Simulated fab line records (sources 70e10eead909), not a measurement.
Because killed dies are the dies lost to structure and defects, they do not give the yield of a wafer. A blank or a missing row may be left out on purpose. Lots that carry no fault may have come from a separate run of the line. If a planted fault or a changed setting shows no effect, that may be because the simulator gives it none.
Chamber matching -- flow nand-harc -- 4 sister chambers for NHARC_A_STAIRCASE_ETCHBACK_157 on rie-diel-03
The step etches the open film in CH3F/O2, target depth 90 nm, time 167.14 s. 8 wafers are shown with their chamber, then 8 later ones without.

## WAFERS WITH THEIR CHAMBER
wafer,chamber,drypump-motor-current-A (A),showerhead-plenum-p-Torr (Torr)
L082.6,2,5.2,2.53
L081.4,1,4.9,2.50
L084.3,2,5.2,2.52
L084.4,1,4.9,2.50
L087.1,3,6.0,2.42
L087.5,3,6.1,2.42
L087.6,0,5.1,2.43
L089.1,0,5.1,2.43

## WAFERS WITH NO CHAMBER GIVEN
wafer,drypump-motor-current-A (A),showerhead-plenum-p-Torr (Torr)
L089.3,4.9,2.49
L089.4,6.1,2.42
L093.1,4.9,2.49
L093.2,6.0,2.41
L093.3,5.2,2.51
L095.3,5.2,2.51
L095.4,6.0,2.41
L095.6,4.9,2.48

## CHAMBER TAKEN BY EACH
wafer,from the rows above,in truth
L089.3,1,1
L089.4,3,3
L093.1,1,1
L093.2,3,3
L093.3,2,2
L095.3,2,2
L095.4,3,3
L095.6,1,1
Correctly placed: 8 of 8. Number that these rows cannot place: 0. Number placed wrongly: 0.
How it was worked out, from the rows above alone: a wafer's distance from a chamber is the root of the sum, over the readings, of the square of ((its reading less the chamber's mean) divided by the reading's scatter). If the next closest chamber is less than 2 further off than the closest, the wafer can't be placed; otherwise it belongs to the closest. For every chamber, the mean is computed from those of its wafers that are shown. The scatter is the square root of a quotient: the sum, over the shown wafers, of each reading's squared deviation from its chamber's mean, divided by wafers minus chambers.
